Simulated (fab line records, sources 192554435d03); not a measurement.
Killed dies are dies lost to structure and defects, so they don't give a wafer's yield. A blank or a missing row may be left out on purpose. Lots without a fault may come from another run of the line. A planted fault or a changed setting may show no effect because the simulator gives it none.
Split-lot experiment | flow n5_finfet | 7 lots, 39 wafers read, on a route of 1938 steps

THE SPLIT
At N5_DUMMY_GATE_ETCH_31 (etches SiO2 in C4F6/O2, target depth 82.5 nm, time 27.5 s), the setting target_depth_a was moved away from the recipe's 825 angstrom on 18 of the 39 wafers read, by -11.5% to +10.3%. The other wafers ran this setting at the recipe's value.

The reading is taken at the split's own step.

THE READING
SOC_of_DUMMY_GATE_COAT_34.thk_nm (the simulator's own value, which no gauge read), in nm, at N5_DUMMY_GATE_ETCH_31 (etches SiO2 in C4F6/O2, target depth 82.5 nm, time 27.5 s). The file gives no usual value for it. The 21 wafers here that ran the recipe average 51.6 nm, standard deviation 0.19 nm.

wafer  | tool, chamber at the split | target_depth_a as run, angstrom | against the recipe | SOC_of_DUMMY_GATE_COAT_34.thk_nm, nm | against lot-mates on the recipe
L074.1 | rie_diel-04, 0             | 825                             | recipe             | 52                                   | -
L074.2 | rie_diel-04, 1             | 730                             | -11.5%             | 52.8                                 | +1.0
L074.3 | rie_diel-04, 3             | 825                             | recipe             | 51.8                                 | -
L074.4 | rie_diel-04, 2             | 730                             | -11.5%             | 53                                   | +1.2
L074.5 | rie_diel-04, 2             | 730                             | -11.5%             | 52.8                                 | +1.0
L074.6 | rie_diel-04, 3             | 825                             | recipe             | 51.6                                 | -
L077.1 | rie_diel-05, 3             | 900.7                           | +9.2%              | 51.2                                 | -0.4
L077.2 | rie_diel-05, 2             | 900.7                           | +9.2%              | 51                                   | -0.6
L077.3 | rie_diel-05, 0             | 825                             | recipe             | 51.4                                 | -
L077.4 | rie_diel-05, 2             | 825                             | recipe             | 51.8                                 | -
L077.5 | rie_diel-05, 3             | 900.7                           | +9.2%              | 51.2                                 | -0.4
L077.6 | rie_diel-05, 0             | 825                             | recipe             | 51.6                                 | -
L079.1 | rie_diel-04, 0             | 770.8                           | -6.6%              | 52                                   | +0.5
L079.2 | rie_diel-04, 3             | 770.8                           | -6.6%              | 52                                   | +0.5
L079.3 | rie_diel-04, 1             | 825                             | recipe             | 51.4                                 | -
L079.4 | rie_diel-04, 2             | 825                             | recipe             | 51.6                                 | -
L079.5 | rie_diel-04, 3             | 825                             | recipe             | 51.6                                 | -
L079.6 | rie_diel-04, 0             | 770.8                           | -6.6%              | 52.2                                 | +0.7
L080.1 | rie_diel-03, 0             | 825                             | recipe             | 51.8                                 | -
L080.2 | rie_diel-03, 3             | 910.3                           | +10.3%             | 50.8                                 | -1.0
L080.3 | rie_diel-03, 2             | 910.3                           | +10.3%             | 51                                   | -0.8
L080.4 | rie_diel-03, 0             | 825                             | recipe             | 51.8                                 | -
L080.5 | rie_diel-03, 2             | 910.3                           | +10.3%             | 50.8                                 | -1.0
L080.6 | rie_diel-03, 3             | 825                             | recipe             | 51.8                                 | -
L083.4 | rie_diel-04, 1             | 825                             | recipe             | 51.4                                 | -
L083.5 | rie_diel-04, 3             | 825                             | recipe             | 51.2                                 | -
L083.6 | rie_diel-04, 2             | 825                             | recipe             | 51.6                                 | -
L092.1 | rie_diel-03, 1             | 825                             | recipe             | 51.6                                 | -
L092.2 | rie_diel-03, 0             | 885.3                           | +7.3%              | 51                                   | -0.5
L092.3 | rie_diel-03, 3             | 825                             | recipe             | 51.4                                 | -
L092.4 | rie_diel-03, 2             | 885.3                           | +7.3%              | 51                                   | -0.5
L092.5 | rie_diel-03, 1             | 825                             | recipe             | 51.6                                 | -
L092.6 | rie_diel-03, 2             | 885.3                           | +7.3%              | 51                                   | -0.5
L095.1 | rie_diel-03, 1             | 825                             | recipe             | 51.8                                 | -
L095.2 | rie_diel-03, 2             | 863.6                           | +4.7%              | 51.4                                 | -0.4
L095.3 | rie_diel-03, 3             | 825                             | recipe             | 51.8                                 | -
L095.4 | rie_diel-03, 0             | 863.6                           | +4.7%              | 51.4                                 | -0.4
L095.5 | rie_diel-03, 0             | 863.6                           | +4.7%              | 51.4                                 | -0.4
L095.6 | rie_diel-03, 1             | 825                             | recipe             | 51.8                                 | -

THE FIT
A straight line over all 39 wafers: SOC_of_DUMMY_GATE_COAT_34.thk_nm changes by -0.0813 nm for each +1% of target_depth_a; r = -0.93; the points scatter about the line by 0.19 nm.
The same after taking each lot's own level away (the mean of its wafers on the recipe; 39 wafers): -0.0811 nm for each +1%; r = -0.96; scatter 0.14 nm.
On that fit, the largest move of target_depth_a shifts the reading by 0.93 nm.
The lots' own levels span 51.40 to 51.80 nm, that is 2.1 times the standard deviation above.
So the lot-to-lot level changes the slope little: the two slopes agree.
Check: with one of the wafers moved furthest among these (-11.5%) left out of the fit, the line predicts +0.954 nm for it against its lot-mates. It came out at +1 nm against them.

OTHER SPLITS ON THESE WAFERS
These wafers also went through other splits before the reading. Each is held against what the fit with the lots' levels taken away leaves over:
other split on the same wafers        | wafers away from the commonest value | r with SOC_of_DUMMY_GATE_COAT_34.thk_nm (lot level and that fit taken away)
N5_FIN_SAQP_ALD_61 ald_cycles         | 12                                   | -0.20
N5_FIN_SAQP_SPACER1_ALD_24 ald_cycles | 12                                   | +0.15
N5_FIN_SAQP_SPACER2_ALD_28 temp_c     | 18                                   | +0.16

THE WHOLE CHAIN: every reading that the file lists as answering this split, in the file's order
step                  | what it does                                              | reading                                                                           | change (the file's fit)                | r (the file's)
N5_DUMMY_GATE_ETCH_31 | etches SiO2 in C4F6/O2, target depth 82.5 nm, time 27.5 s | etch.depth_nm (the simulator's own value, which no gauge read)                    | +0.774 nm for each +1% of the setting  | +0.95
N5_DUMMY_GATE_ETCH_31 | etches SiO2 in C4F6/O2, target depth 82.5 nm, time 27.5 s | SOC_of_DUMMY_GATE_COAT_34.thk_nm (the simulator's own value, which no gauge read) | -0.0803 nm for each +1% of the setting | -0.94

THE FILE'S OWN FIT
SOC_of_DUMMY_GATE_COAT_34.thk_nm changes by -0.0803 nm for each +1% of target_depth_a, r = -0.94.
